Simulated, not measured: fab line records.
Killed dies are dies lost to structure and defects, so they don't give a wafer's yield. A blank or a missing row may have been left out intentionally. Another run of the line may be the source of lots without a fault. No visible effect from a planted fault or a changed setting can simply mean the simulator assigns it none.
The same fault as seen by 3 desks + flow n5 finfet + each desk has only its own numbers; what lay behind them comes last
Where a reading is given only as a bound, like >300, the bound stands for it, and a mean or a difference that rests on one is marked > or <: the true number lies beyond.

## DESK OF THE TOOL OWNER: pecvd-03
The tool's own readings at N5_BEOL_M0_SAQP_PECVD_04 (deposits a-Si from SiH4/He, target thk 60 nm, time 60.2 s): means of the sampled wafers that have a number, for each lot that ran on this tool. The brackets show how far a lot's mean lies from the usual mean; more than 4 standard deviations puts the lot out of limits, marked OUT.
Columns: A = heater power outer w at N5_BEOL_M0_SAQP_PECVD_04, usual 360 W; B = heater power w at N5_BEOL_M0_SAQP_PECVD_04, usual 614 W; C = showerhead plenum p Torr at N5_BEOL_M0_SAQP_PECVD_04, usual 5.66 Torr; D = throttle valve pct at N5_BEOL_M0_SAQP_PECVD_04, usual 18.9 %
| lot  | first seen here | A   | B   | C    | D    |
|------|-----------------|-----|-----|------|------|
| L514 | day 5 22:29     | 340 | 602 | 5.66 | 19.1 |
| L515 | day 6 02:31     | 381 | 662 | 5.67 | 18.1 |
| L523 | day 8 01:01     | 352 | 607 | 5.67 | 18.3 |
| L524 | day 8 06:05     | 351 | 604 | 5.66 | 19.3 |
| L535 | day 11 04:24    | 354 | 612 | 5.66 | 18.5 |
Result from this desk: across the 5 lots, nothing is out of limits.

## THE DEFECT DESK
What the inspections along the route counted, lot by lot: means of the sampled wafers that have a number. The brackets show how far a lot's mean lies from the usual mean; more than 4 standard deviations puts the lot out of limits, marked OUT.
Columns: A = raw defect count at N5_BEOL_M0_SAQP_INSPECT_16, usual 487; B = raw defect count at N5_BEOL_M0_SAQP_INSPECT_42, usual 294; C = raw defect count at N5_BEOL_M0_CUTY_INSPECT_59, usual 2.2
| lot  | first seen here | A   | B              | C                      |
|------|-----------------|-----|----------------|------------------------|
| L514 | day 5 23:07     | 451 | 278            | 1.3                    |
| L515 | day 6 03:08     | 527 | 345            | 1.0                    |
| L523 | day 8 01:39     | 580 | 523            | >103 (>+67) OUT        |
| L524 | day 8 06:43     | 817 | 635 (+4.5) OUT | >200 (+99 or more) OUT |
| L527 | day 9 02:55     | 450 | 227            | 1.7                    |
| L530 | day 9 18:13     | 379 | 239            | 1.3                    |
| L531 | day 10 05:44    | 603 | 299            | 1.0                    |
| L535 | day 11 05:04    | 459 | 301            | 3.3                    |
| L536 | day 11 08:47    | 460 | 205            | 1.7                    |
This desk's finding: out of limits on L523, L524; first on L523, day 8 07:01 (raw defect count at N5_BEOL_M0_CUTY_INSPECT_59). L514, L515, L527, L530, L531, L535, L536 stayed within limits.

## METROLOGY DESK
What the gauges read, lot by lot, whatever tool the lot ran on: means of the sampled wafers that have a number. The brackets show how far a lot's mean lies from the usual mean; more than 4 standard deviations puts the lot out of limits, marked OUT. Of its 11 readings 7 are shown: those that lie furthest out on some lot.
Columns: A = cd nm at N5_BEOL_M0_SAQP_CD_MEAS_14, usual 42.5 nm; B = DIBL_N at N5_BEOL_M4_RC_MEAS_101, usual 35.3 mV/V; C = ION_N at N5_BEOL_M4_RC_MEAS_101, usual 670 uA/um; D = ION_P at N5_BEOL_M4_RC_MEAS_101, usual 462 uA/um; E = SS_N at N5_BEOL_M4_RC_MEAS_101, usual 71.3 mV/dec; F = SS_P at N5_BEOL_M4_RC_MEAS_101, usual 73.1 mV/dec; G = VT_N at N5_BEOL_M4_RC_MEAS_101, usual 251 mV
| lot  | first seen here | A    | B    | C   | D   | E    | F    | G   |
|------|-----------------|------|------|-----|-----|------|------|-----|
| L514 | day 5 23:03     | 41.8 | 35.8 | 668 | 455 | 71.4 | 73.7 | 251 |
| L515 | day 6 03:05     | 42.7 | 35.0 | 681 | 463 | 71.2 | 74.1 | 246 |
| L523 | day 8 01:35     | 43.0 | 33.7 | 663 | 461 | 70.7 | 72.1 | 253 |
| L524 | day 8 06:40     | 42.7 | 33.5 | 654 | 456 | 70.4 | 72.6 | 256 |
| L527 | day 9 02:52     | 42.3 | 35.4 | 668 | 461 | 71.3 | 73.1 | 252 |
| L530 | day 9 18:10     | 42.5 | 35.8 | 656 | 454 | 71.5 | 73.2 | 255 |
| L531 | day 10 05:41    | 42.7 | 35.5 | 676 | 463 | 72.1 | 73.6 | 252 |
| L535 | day 11 05:01    | 42.5 | 36.4 | 663 | 460 | 71.5 | 73.2 | 251 |
| L536 | day 11 08:44    | 42.6 | 35.4 | 665 | 458 | 70.9 | 72.9 | 250 |
Result from this desk: across the 9 lots, nothing is out of limits.

## TAKEN TOGETHER
The defect desk could have raised an alarm at day 8 07:01, on L523, L524.
Nothing out of limits was seen by the tool owner's desk.
The metrology desk saw nothing out of limits.
On record at the tool owner's desk: L523, L524, within its limits.
The metrology desk holds a record of L523, L524, inside its limits.
The lots listed all ran N5_BEOL_M0_SAQP_PECVD_04 on pecvd-03.

## WHAT WAS PUT IN BY THE SIMULATOR
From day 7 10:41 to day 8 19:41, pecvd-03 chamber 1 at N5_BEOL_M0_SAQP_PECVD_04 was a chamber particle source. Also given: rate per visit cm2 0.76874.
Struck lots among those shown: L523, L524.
Hours from the fault's start to each desk's first reading out of limits: the defect desk, 20.
